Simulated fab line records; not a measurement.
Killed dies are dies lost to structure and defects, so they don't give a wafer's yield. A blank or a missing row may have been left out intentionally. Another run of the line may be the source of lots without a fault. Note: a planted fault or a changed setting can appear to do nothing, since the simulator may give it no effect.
Matching of chambers | flow n5-finfet | N5_BEOL_M2_ILD_DEP_00 on pecvd-04 has 3 sister chambers
The step deposits SiOC from DEMS/O2, target thk 79 nm, time 15.3 s. 18 wafers are shown with their chamber, then 9 later ones without.

## WAFERS PAIRED WITH THEIR CHAMBERS
wafer  | chamber | heater-power-w (W) | showerhead-plenum-p-Torr (Torr) | throttle-valve-pct (%)
L080.1 | 1       | 493                | 5.688                           | 11.8
L080.2 | 0       | 409                | 5.706                           | 12.0
L080.4 | 0       | 419                | 5.715                           | 11.7
L085.1 | 0       | 432                | 5.692                           | 11.8
L085.3 | 2       | 499                | 5.690                           | 11.9
L085.5 | 2       | 516                | 5.696                           | 12.0
L087.1 | 2       | 505                | 5.694                           | 11.7
L087.3 | 0       | 404                | 5.695                           | 11.6
L087.4 | 2       | 470                | 5.686                           | 11.8
L088.1 | 0       | 388                | 5.690                           | 11.9
L088.4 | 2       | 467                | 5.690                           | 12.1
L088.5 | 2       | 478                | 5.678                           | 11.6
L089.3 | 1       | 451                | 5.684                           | 11.8
L089.5 | 2       | 486                | 5.675                           | 11.9
L089.6 | 1       | 458                | 5.703                           | 11.9
L093.1 | 2       | 512                | 5.687                           | 11.7
L093.2 | 1       | 482                | 5.714                           | 11.9
L093.4 | 1       | 488                | 5.710                           | 11.8

SIGNATURES, as means of the wafers listed above
reading                  | chamber 0 | chamber 1 | chamber 2 | scatter within a chamber
heater-power-w           | 410.40    | 474.40    | 491.62    | 18.3
showerhead-plenum-p-Torr | 5.69960   | 5.69980   | 5.68700   | 0.0101
throttle-valve-pct       | 11.800    | 11.840    | 11.838    | 0.144
Rule: for a wafer and a chamber, the distance is found by dividing, reading by reading, the gap between the wafer's reading and the chamber's mean by the reading's scatter, squaring, summing and taking the root. The wafer belongs to the nearest chamber; if the next one is less than 2 further off, it can't be placed. The scatter is the square root of a quotient: the sum, over the shown wafers, of each reading's squared deviation from its chamber's mean, divided by wafers minus chambers.

## WAFERS MISSING THEIR CHAMBER
wafer  | heater-power-w (W) | showerhead-plenum-p-Torr (Torr) | throttle-valve-pct (%)
L094.1 | 455                | 5.706                           | 11.7
L094.2 | 493                | 5.716                           | 12.0
L094.4 | 449                | 5.695                           | 12.1
L096.3 | 474                | 5.685                           | 11.8
L096.5 | 471                | 5.713                           | 11.8
L096.6 | 401                | 5.709                           | 11.7
L097.1 | 524                | 5.695                           | 11.8
L097.4 | 509                | 5.695                           | 11.8
L097.5 | 474                | 5.691                           | 11.9

## WHICH CHAMBER EACH WENT THROUGH
wafer  | from the rows above          | in truth
L094.1 | can't be placed: 1 or 0 or 2 | 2
L094.2 | can't be placed: 1 or 2      | 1
L094.4 | can't be placed: 1 or 0 or 2 | 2
L096.3 | can't be placed: 2 or 1      | 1
L096.5 | can't be placed: 1 or 2      | 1
L096.6 | 0                            | 0
L097.1 | can't be placed: 2 or 1      | 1
L097.4 | can't be placed: 2 or 1      | 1
L097.5 | can't be placed: 1 or 2      | 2
Correct placement for 1 of the 9. From these rows, 8 cannot be placed; in 8 the true chamber is one of the candidates. Number placed wrongly: 0.
